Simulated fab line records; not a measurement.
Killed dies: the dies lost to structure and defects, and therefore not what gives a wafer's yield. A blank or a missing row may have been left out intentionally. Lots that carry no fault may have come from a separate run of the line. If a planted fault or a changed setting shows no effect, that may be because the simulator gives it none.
A lot that was struck, set against a sound lot || flow nandHarc || 14 steps out of a route of 1159
Sound: these wafers, L562.1, L562.3, L562.5. Wafers struck: L569.3, L569.4, L569.6. The cause is given at the end.
For every step that has rows: the tool of each side, followed by ch and its chambers, followed by its first start. Under that, the readings that differ: sound wafers || struck wafers || difference of the means || sigmas: that difference in standard deviations of wafers without a fault.
alike: readings whose means differ by less than 2 such deviations, and words and numbers that are the same on both sides. not compared: withheld readings, readings that some wafer has no value for, bounds like >300 that may hide the same value, and numbers for which the record gives no deviation and whose values overlap.
A row with sigmas, a row that says differs or no value, or rows on one side alone: a step with any of these is where the two part. When numbers do not overlap yet have no deviation, they are printed without sigmas and do not part them. A reading that every wafer of one side lacks parts them only if that side has two wafers or more.

NHARC_P_GATE_RTA_82: time 30 s.
  sound on rtpAnneal-02 ch 0, day 8 00:26; struck on rtpAnneal-02 ch 0, day 10 01:27
  alike: lampPowerPct, wafer_temp_C_max
NHARC_P_GATE_INSPECT_68:
  struck on defectInspect-01, day 10 01:35; sound on defectInspect-02, day 8 00:38
  alike: rawDefectCount
NHARC_P_CONTACT_DEP_30: deposits SiNx, target thk 30 nm.
  sound on pecvd-04 ch 0,2, day 8 00:43; struck on pecvd-04 ch 0,1, day 10 01:42
  alike: heaterPowerW, rfFwdPowerW
  not compared: sinceWetCleanH
NHARC_P_CONTACT_DEP_00: deposits SiO2, target thk 500 nm.
  sound: pecvd-04 ch 0,2; struck: pecvd-04 ch 0,1
  alike: heaterPowerW, rfFwdPowerW, throttleValvePct
  not compared: sinceWetCleanH
NHARC_P_CONTACT_CMP_01: polishes SiO2, target thk 200 nm.
  sound on cmp-01 ch 0,1,3, day 8 01:26; struck on cmp-03 ch 0,1, day 10 02:23
  alike: edgeZonePressureFrac, motorCurrentA
then, 6 steps without rows for these wafers: NHARC_P_CONTACT_SRD_03; NHARC_P_CONTACT_DEHYDRATE_04 (time 120 s); NHARC_P_CONTACT_HMDS_05 (time 30 s); NHARC_P_CONTACT_COAT_33 (time 75 s); NHARC_P_CONTACT_COAT_34 (time 65 s); NHARC_P_CONTACT_COAT_06 (resist thk 90 nm).
NHARC_P_CONTACT_SOFTBAKE_07: time 55 s.
  sound on lithoTrack-06 ch 0, day 8 01:00; struck on lithoTrack-06 ch 0, day 10 02:00
{"reading": "heaterPowerTotalW (W)", "sound": "188.60 188.71 188.39", "struck": "202.63 202.19 202.19", "difference": "+13.77", "sigmas": "+99 or more"}
then, 2 steps without rows for these wafers: NHARC_P_CONTACT_EBR_08; NHARC_END_SORT_01.

## WHERE THEY PART
Only at NHARC_P_CONTACT_SOFTBAKE_07, within this record.

WHY: the cause the simulator had injected
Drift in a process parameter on lithoTrack-06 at NHARC_P_CONTACT_SOFTBAKE_07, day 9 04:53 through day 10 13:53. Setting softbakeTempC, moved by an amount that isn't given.
